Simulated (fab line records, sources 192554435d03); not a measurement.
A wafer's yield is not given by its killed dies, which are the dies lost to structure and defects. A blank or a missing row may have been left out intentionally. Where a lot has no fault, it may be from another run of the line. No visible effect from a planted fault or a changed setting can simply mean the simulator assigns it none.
2 desks, one fault	flow n5-finfet	each desk has only its own numbers; what lay behind them comes last

## FROM THE METROLOGY DESK
What the gauges read, lot by lot, whatever tool the lot ran on: means of the sampled wafers that have a number. If a lot's mean is further than 4 standard deviations from the usual mean, the lot is out of limits and carries the mark OUT (the distance appears in the brackets). It has 11 readings; the 7 that lie furthest out on some lot are the ones shown.
Columns: A = M2_ILD_THK at N5_BEOL_M2_THK_MEAS_01, usual 78.8 nm; B = DIBL_P at N5_BEOL_M4_RC_MEAS_101, usual 35.8 mV/V; C = IOFF_N at N5_BEOL_M4_RC_MEAS_101, usual 0.15 nA/um; D = ION_N at N5_BEOL_M4_RC_MEAS_101, usual 672 uA/um; E = ION_P at N5_BEOL_M4_RC_MEAS_101, usual 462 uA/um; F = SS_N at N5_BEOL_M4_RC_MEAS_101, usual 71.5 mV/dec; G = SS_P at N5_BEOL_M4_RC_MEAS_101, usual 73.2 mV/dec
lot	first seen here	A	B	C	D	E	F	G
L739	day 6 17:41	79.8	36.0	0.14	659	466	71.0	73.5
L742	day 7 06:24	79.8	35.2	0.15	664	460	71.9	73.2
L746	day 8 06:05	79.0	39.4	0.20	688	459	72.8	74.1
L748	day 8 23:52	80.4	35.4	0.13	666	457	71.1	73.2
L754	day 10 12:54	78.2	35.6	0.14	670	465	70.9	73.2
L756	day 10 21:29	79.4	36.2	0.16	680	466	71.7	73.2
L758	day 11 11:40	78.6	36.5	0.17	682	471	71.1	73.2
L759	day 12 01:10	77.4	38.5	0.15	667	457	71.7	73.3
L761	day 12 16:58	80.4	35.0	0.15	682	474	71.1	72.7
This desk found nothing out of limits on any of the 9 lots.

## DESK OF THE TOOL OWNER: litho-track-03
The tool's own readings at N5_BEOL_M2_COAT_62 (time 60 s, resist thk 12 nm): means of the sampled wafers that have a number, for each lot that ran on this tool. If a lot's mean is further than 4 standard deviations from the usual mean, the lot is out of limits and carries the mark OUT (the distance appears in the brackets).
Columns: A = spin-speed-rpm at N5_BEOL_M2_COAT_62, usual 1500.2 rpm
lot	first seen here	A
L739	day 6 19:13	1499.8
L742	day 7 07:33	1499.7
L754	day 10 13:19	2219.0 (+99 or more) OUT
L756	day 10 22:28	2218.8 (+99 or more) OUT
L758	day 11 12:19	2219.8 (+99 or more) OUT
This desk's finding: out of limits on L754, L756, L758; first on L754, day 10 13:19 (spin-speed-rpm at N5_BEOL_M2_COAT_62). L739, L742: within limits.

## PUT TOGETHER
On L754, L756, L758, at day 10 13:19, an alarm was possible from the tool owner's desk.
The metrology desk saw nothing out of limits.
The metrology desk holds a record of L754, L756, L758, inside its limits.
The lots listed all ran N5_BEOL_M2_COAT_62 on litho-track-03.

## WHAT THE SIMULATOR HAD INSERTED
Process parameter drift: litho-track-03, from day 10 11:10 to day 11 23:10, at N5_BEOL_M2_COAT_62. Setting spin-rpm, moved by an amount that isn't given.
Lots struck among those shown: L754, L756, L758.
How many hours passed from the start of the fault until each desk's first out-of-limits reading: the tool owner's desk, 2.
